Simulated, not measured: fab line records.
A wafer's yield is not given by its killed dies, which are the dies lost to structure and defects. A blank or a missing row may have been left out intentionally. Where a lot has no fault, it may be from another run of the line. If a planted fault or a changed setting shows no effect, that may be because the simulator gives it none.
Commonality check across tools	flow nand harc	3 lots and 9 wafers in the sample

== WHY IT WAS OPENED ==
Flagged at NHARC_END_SORT_01: reading killed at array, on 3 of 3 lots. Wafers without a fault read 64, standard deviation 20.
Rule: a lot gets a flag if all its wafers with a number sit over 4 standard deviations from that mean, or if no wafer of it has a number. The other lots count as sound.

lot	measured	on	killed at array, wafer by wafer	flag
L472	day 30 09:40	prober-02	670 674 674	FLAGGED
L473	day 31 05:39	prober-01	671 674 667	FLAGGED
L471	day 31 10:38	prober-02	674 677 676	FLAGGED
The mean of the flagged lots' numbers is 673, +609 from the usual (+30 standard deviations).

== EACH LOT AND THE TOOL IT RAN ON ==
The record holds 4 process steps before the reading, out of a route of 1302 steps. Read each cell as the tool, then ch plus the chambers that the sampled wafers visited, then the start.
lot	flag	NHARC_A_CONTACT_ETCH_50	NHARC_A_CONTACT_ETCH_115	NHARC_A_CONTACT_ETCH_120	NHARC_A_CONTACT_ETCH_123
L472	FLAGGED	rie diel-02 ch 0,2,3, day 27 10:41 or earlier	har cap etch-01 ch 0,1, day 27 10:41	har cap etch-01 ch 0,1, day 27 11:32	har cap etch-01 ch 0,1, day 27 12:10
L473	FLAGGED	rie diel-06 ch 1,2,3, day 28 02:23 or earlier	har cap etch-01 ch 0,1, day 28 02:23	har cap etch-01 ch 0,1, day 28 03:15	har cap etch-01 ch 0,1, day 28 03:46
L471	FLAGGED	rie diel-09 ch 0,2,3, day 28 11:13 or earlier	har cap etch-03 ch 0,1, day 28 11:13	har cap etch-03 ch 0,1, day 28 12:05	har cap etch-03 ch 0,1, day 28 12:35
What the steps here do:
- NHARC_A_CONTACT_ETCH_50: etches the open film in CF4/CHF3, target depth 121 nm, time 60.5 s.
- NHARC_A_CONTACT_ETCH_115: etches the open film in C4F8/O2/Ar, time 190 s, target depth 1850 nm.
- NHARC_A_CONTACT_ETCH_120: etches the open film in C4F8/O2/Ar, time 190 s, target depth 1850 nm.
- NHARC_A_CONTACT_ETCH_123: etches the open film in C4F8/O2/Ar, time 490 s, target depth 2110 nm.
- NHARC_END_SORT_01

== FLAGGED OVER TOTAL, TOOL BY TOOL (the gauges that took the reading come last) ==
step	tool	lots run	flagged	share of the flagged lots	sound lots run after its first flagged lot
NHARC_A_CONTACT_ETCH_50	rie diel-02	1	1	some	0
NHARC_A_CONTACT_ETCH_50	rie diel-06	1	1	some	0
NHARC_A_CONTACT_ETCH_50	rie diel-09	1	1	some	0
NHARC_A_CONTACT_ETCH_115	har cap etch-01	2	2	some	0
NHARC_A_CONTACT_ETCH_115	har cap etch-03	1	1	some	0
NHARC_A_CONTACT_ETCH_120	har cap etch-01	2	2	some	0
NHARC_A_CONTACT_ETCH_120	har cap etch-03	1	1	some	0
NHARC_A_CONTACT_ETCH_123	har cap etch-01	2	2	some	0
NHARC_A_CONTACT_ETCH_123	har cap etch-03	1	1	some	0
NHARC_END_SORT_01	prober-01	1	1	some	0
NHARC_END_SORT_01	prober-02	2	2	some	0
NHARC_A_CONTACT_ETCH_50: start missing for some lots; hours and lot order therefore follow NHARC_A_CONTACT_ETCH_115.

== WHAT IS ALLOWED BY THE TABLE ==
No row of the table ran every flagged lot.

== WHAT HAD BEEN PUT IN BY THE SIMULATOR ==
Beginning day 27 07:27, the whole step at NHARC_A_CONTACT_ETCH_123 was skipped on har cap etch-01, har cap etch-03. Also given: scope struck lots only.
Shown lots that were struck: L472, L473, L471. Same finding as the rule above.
